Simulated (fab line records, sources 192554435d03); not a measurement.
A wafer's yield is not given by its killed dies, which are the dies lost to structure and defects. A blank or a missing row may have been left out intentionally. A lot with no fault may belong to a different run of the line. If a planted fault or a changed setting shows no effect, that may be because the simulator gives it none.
Which tool did it?	flow n5_finfet	72 wafers from 24 lots sampled at 4 of the route's 1938 steps

## WHAT THE GAUGES SHOWED, per wafer
N5_BEOL_M1_OVL_MEAS_12. Usual: for M1_OVL the level is 0.4 nm and the standard deviation is 0.68.
lot	measured	on	M1_OVL (nm)	flag
L074	day 6 02:19	overlay-01	1.3 0.6 0.7	
L075	day 6 09:33	overlay-02	0.8 0.3 0.7	
L076	day 6 22:56	overlay-02	-0.5 0.3 -0.3	
L077	day 6 23:13	overlay-01	-0.8 -0.6 0.0	
L078	day 7 02:41	overlay-01	-0.4 0.8 0.8	
L079	day 7 08:07	overlay-02	0.2 0.4 -0.2	
L080	day 7 20:56	overlay-02	2.0 0.9 0.3	
L081	day 7 21:16	overlay-02	1.2 0.7 0.7	
L082	day 8 11:23	overlay-01	0.6 1.6 0.6	
L083	day 8 12:13	overlay-02	-0.6 0.0 0.7	
L084	day 8 16:59	overlay-02	0.6 0.4 0.7	
L085	day 8 18:26	overlay-01	0.0 -0.7 1.0	
L087	day 9 13:46	overlay-02	0.2 -0.5 -0.8	
L086	day 9 13:59	overlay-01	1.1 1.3 0.6	
L089	day 9 21:49	overlay-02	0.4 -0.1 1.3	
L091	day 10 05:10	overlay-01	-0.6 -0.2 -1.2	
L088	day 10 05:11	overlay-02	-0.4 -0.4 -0.5	
L090	day 10 08:18	overlay-02	0.0 0.4 0.8	
L092	day 10 18:02	overlay-02	1.3 1.2 0.9	
L093	day 11 05:54	overlay-02	0.0 0.1 0.4	
L094	day 11 12:14	overlay-01	0.0 -0.4 0.9	
L095	day 11 12:28	overlay-02	1.0 1.3 0.7	
L096	day 11 18:52	overlay-01	0.9 -0.2 0.5	
L097	day 12 03:20	overlay-01	-0.5 0.0 0.4	

N5_BEOL_M1_CD_MEAS_35: target cd 18 nm, target cd y 21 nm. Usual: 17.9 nm for cd_nm, sd 0.39.
lot	measured	on	cd_nm (nm)	flag
L074	day 6 04:20	cd_sem-01	17.5 17.7 18.2	
L075	day 6 16:25	cd_sem-02	17.9 17.0 17.8	
L076	day 7 10:40	cd_sem-02	18.6 18.3 18.0	
L077	day 7 10:48	cd_sem-03	17.6 18.3 18.1	
L078	day 7 13:43	cd_sem-02	18.0 17.9 17.9	
L079	day 7 13:46	cd_sem-01	17.6 17.7 17.5	
L080	day 7 22:51	cd_sem-02	17.7 18.0 18.1	
L081	day 7 23:40	cd_sem-01	18.0 17.7 18.3	
L082	day 8 20:25	cd_sem-03	18.1 18.5 18.6	
L083	day 8 20:37	cd_sem-03	17.6 17.3 18.0	
L084	day 8 20:58	cd_sem-01	17.8 17.8 17.7	
L085	day 8 23:38	cd_sem-03	17.7 18.0 17.3	
L087	day 9 20:53	cd_sem-01	17.8 18.4 17.5	
L086	day 9 20:47	cd_sem-01	17.3 17.5 18.2	
L089	day 10 01:46	cd_sem-01	18.0 18.2 17.2	
L091	day 10 16:56	cd_sem-03	18.5 18.7 17.8	
L088	day 10 12:49	cd_sem-01	17.5 18.1 17.3	
L090	day 10 21:44	cd_sem-02	17.9 17.6 18.4	
L092	day 11 01:05	cd_sem-02	18.3 17.7 18.2	
L093	day 11 09:00	cd_sem-01	17.4 17.6 18.4	
L094	day 11 14:44	cd_sem-01	17.8 18.0 17.5	
L095	day 11 18:53	cd_sem-02	18.5 18.6 18.4	
L096	day 11 23:48	cd_sem-03	18.0 18.6 18.4	
L097	day 12 07:47	cd_sem-03	17.3 18.5 17.2	

## WHAT TOOL EACH LOT RAN ON (gives the tool, then ch and the chambers of the sampled wafers, and finally the start)
lot	N5_BEOL_M0_CMP_120	N5_BEOL_M1_ETCH_69
L074	cmp-04 ch 0,1, day 5 23:50	rie_diel-02 ch 0,3, day 6 03:29
L075	cmp-02 ch 0,2,3, day 6 07:22	rie_diel-02 ch 0,1,3, day 6 10:58
L076	cmp-03 ch 0,2, day 6 21:47	rie_diel-05 ch 1,2, day 6 23:58
L077	cmp-04 ch 0,1, day 6 22:02	rie_diel-05 ch 0,1,3, day 7 00:14
L078	cmp-02 ch 1,2,3, day 7 00:22	rie_diel-02 ch 1,3, day 7 03:41
L079	cmp-03 ch 0,1,3, day 7 06:05	rie_diel-05 ch 0,1,3, day 7 09:17
L080	cmp-03 ch 0,1, day 7 19:34	rie_diel-02 ch 1,2,3, day 7 22:07
L081	cmp-02 ch 2,3, day 7 20:07	rie_diel-02 ch 1,2,3, day 7 22:19
L082	cmp-04 ch 1,2,3, day 8 09:58	rie_diel-04 ch 0,3, day 8 12:46
L083	cmp-04 ch 0,1,3, day 8 10:59	rie_diel-04 ch 1,2, day 8 13:31
L084	cmp-02 ch 0,1,2, day 8 13:28	rie_diel-04 ch 1,3, day 8 19:01
L085	cmp-04 ch 0,1, day 8 16:33	rie_diel-05 ch 1,2,3, day 8 21:19
L087	cmp-04 ch 1,2,3, day 9 10:32	rie_diel-04 ch 0,1,2, day 9 15:38
L086	cmp-02 ch 0,2,3, day 9 10:44	rie_diel-02 ch 0,2,3, day 9 15:43
L089	cmp-04 ch 2,3, day 9 20:08	rie_diel-04 ch 2,3, day 9 23:06
L091	cmp-02 ch 2,3, day 10 02:20	rie_diel-04 ch 0,1,2, day 10 06:33
L088	cmp-04 ch 1,3, day 10 02:30	rie_diel-02 ch 1,2,3, day 10 06:36
L090	cmp-02 ch 0,1,2, day 10 07:02	rie_diel-04 ch 1,2,3, day 10 09:35
L092	cmp-03 ch 0,1, day 10 16:41	rie_diel-02 ch 0,1, day 10 19:03
L093	cmp-02 ch 0,2,3, day 11 02:27	rie_diel-04 ch 0,1,3, day 11 07:08
L094	cmp-02 ch 0,1, day 11 10:10	rie_diel-05 ch 0,1, day 11 13:23
L095	cmp-04 ch 0,1,2, day 11 10:32	rie_diel-05 ch 0,1,3, day 11 13:38
L096	cmp-02 ch 2,3, day 11 16:41	rie_diel-04 ch 0,1,3, day 11 20:02
L097	cmp-03 ch 0,1,2, day 12 00:15	rie_diel-02 ch 0,1,2, day 12 04:35
- N5_BEOL_M0_CMP_120: polishes, stops on SiOC, t overpolish 6.9 s.
- N5_BEOL_M1_ETCH_69: etches SiARC in CF4, target depth 15.6 nm, time 26 s.

## WHAT THE TOOLS THEMSELVES READ (means of the sampled wafers that have a number; where no wafer has one, the mark that the record gives instead)
N5_BEOL_M0_CMP_120. Usual: barrier_field_endpoint_s 3.67 s, standard deviation 0.15; head_pressure_psi 0.9997 psi, standard deviation 0.0021; motor_current_A 6.1 A, standard deviation 0.65; overpolish_run_s 6.900 s, standard deviation 0.0093; slurry_flow_ml_min 150.0, standard deviation 0.47; time_to_endpoint_s 63 s, standard deviation 3.8.
lot	tool	barrier_field_endpoint_s (s)	head_pressure_psi (psi)	motor_current_A (A)	overpolish_run_s (s)	slurry_flow_ml_min	time_to_endpoint_s (s)	flag
L074	cmp-04	3.60	0.9982	6.3	6.901	150.1	56	
L075	cmp-02	3.74	0.9993	6.6	6.906	149.7	63	
L076	cmp-03	3.66	0.9992	5.4	6.899	150.0	65	
L077	cmp-04	3.56	1.0001	6.1	6.905	150.4	63	
L078	cmp-02	3.61	0.9987	6.3	6.895	149.9	60	
L079	cmp-03	3.82	0.9978	6.1	6.895	149.6	64	
L080	cmp-03	3.64	0.9993	6.1	6.903	149.7	65	
L081	cmp-02	3.77	0.9995	7.0	6.905	149.8	63	
L082	cmp-04	3.71	1.0001	5.7	6.908	150.0	66	
L083	cmp-04	3.68	0.9988	5.8	6.904	150.0	60	
L084	cmp-02	3.55	1.0009	6.5	6.908	149.6	60	
L085	cmp-04	3.73	0.9993	6.1	6.893	150.6	65	
L087	cmp-04	3.69	0.9998	5.7	6.893	150.3	66	
L086	cmp-02	3.85	1.0000	6.6	6.900	150.1	63	
L089	cmp-04	3.61	0.9993	5.6	6.901	150.0	63	
L091	cmp-02	3.73	0.9998	6.6	6.896	150.1	64	
L088	cmp-04	3.62	0.9994	5.9	6.903	150.3	62	
L090	cmp-02	3.81	0.9992	6.6	6.900	150.6	64	
L092	cmp-03	3.54	0.9982	5.9	6.901	150.4	63	
L093	cmp-02	3.52	1.0007	6.7	6.907	149.9	65	
L094	cmp-02	3.48	0.9978	6.1	6.904	150.4	56	
L095	cmp-04	3.68	0.9999	5.8	6.897	150.0	64	
L096	cmp-02	3.78	1.0024	6.7	6.907	150.1	66	
L097	cmp-03	3.78	0.9994	5.6	6.907	149.9	66	

N5_BEOL_M1_ETCH_69. Usual: drypump_motor_current_A 5.6 A, standard deviation 0.4; etch_rf_on_time_s 26.2 s, standard deviation 0.63; mfc_ar_sccm 100.0 sccm, standard deviation 0.3; oes_product_au 0.69 a.u., standard deviation 0.076; rf_vpp_V 184.3 V, standard deviation 1.1; showerhead_plenum_p_Torr 2.16 Torr, standard deviation 0.054; throttle_valve_pct 15.57 %, standard deviation 0.2.
lot	tool	drypump_motor_current_A (A)	etch_rf_on_time_s (s)	mfc_ar_sccm (sccm)	oes_product_au (a.u.)	rf_vpp_V (V)	showerhead_plenum_p_Torr (Torr)	throttle_valve_pct (%)	flag
L074	rie_diel-02	5.2	26.7	100.0	0.61	185.1	2.16	15.76	
L075	rie_diel-02	5.2	26.9	100.3	0.59	185.1	2.15	15.74	
L076	rie_diel-05	5.6	25.4	99.8	0.70	185.1	2.16	15.50	
L077	rie_diel-05	5.8	25.8	99.8	0.70	183.7	2.16	15.59	
L078	rie_diel-02	5.1	27.0	100.0	0.60	184.2	2.22	15.78	
L079	rie_diel-05	5.8	25.7	100.1	0.70	183.9	2.16	15.60	
L080	rie_diel-02	5.2	26.9	100.1	0.60	184.1	2.18	15.68	
L081	rie_diel-02	5.2	26.9	99.9	0.61	184.6	2.18	15.67	
L082	rie_diel-04	5.8	25.9	100.2	0.69	184.2	2.16	15.52	
L083	rie_diel-04	6.0	25.4	100.2	0.77	183.1	2.16	15.53	
L084	rie_diel-04	5.6	26.3	100.0	0.75	184.4	2.16	15.56	
L085	rie_diel-05	5.6	25.9	100.0	0.73	184.3	2.15	15.47	
L087	rie_diel-04	5.9	25.5	99.8	0.73	183.7	2.14	15.47	
L086	rie_diel-02	5.4	26.4	100.3	0.68	185.1	2.21	15.51	
L089	rie_diel-04	6.1	25.6	99.8	0.74	184.7	2.19	15.69	
L091	rie_diel-04	5.9	25.7	99.9	0.73	183.4	2.13	15.48	
L088	rie_diel-02	5.2	26.5	100.3	0.68	186.0	2.18	15.54	
L090	rie_diel-04	5.8	25.7	100.0	0.74	184.3	2.15	15.57	
L092	rie_diel-02	5.1	26.2	100.0	0.80	184.9	2.22	15.26	
L093	rie_diel-04	5.6	25.9	100.0	0.71	183.9	2.13	15.50	
L094	rie_diel-05	5.8	25.7	100.0	0.63	184.5	2.16	15.71	
L095	rie_diel-05	5.8	26.0	100.2	0.66	184.0	2.15	15.65	
L096	rie_diel-04	5.6	25.7	100.1	0.70	183.9	2.13	15.50	
L097	rie_diel-02	5.3	26.2	100.0	0.72	184.7	2.19	15.36	

## THE ANSWER, worked out from the rows above alone
Rule: lot off if the mean of its wafers having a number is beyond 3 standard deviations from the usual mean. Also off: a lot with no number at a reading for which 4 or more lots have one. All remaining lots with rows at the step are treated as sound. First the gauges in route order, then the tools' own readings, where a lot's mean is used as printed above. At the first step where some lot is off, the reading lying furthest off is the one used; lots without a number count as furthest.
Nothing can be told from this: no lot is off at any reading shown.

## WHAT WAS PUT IN BY THE SIMULATOR
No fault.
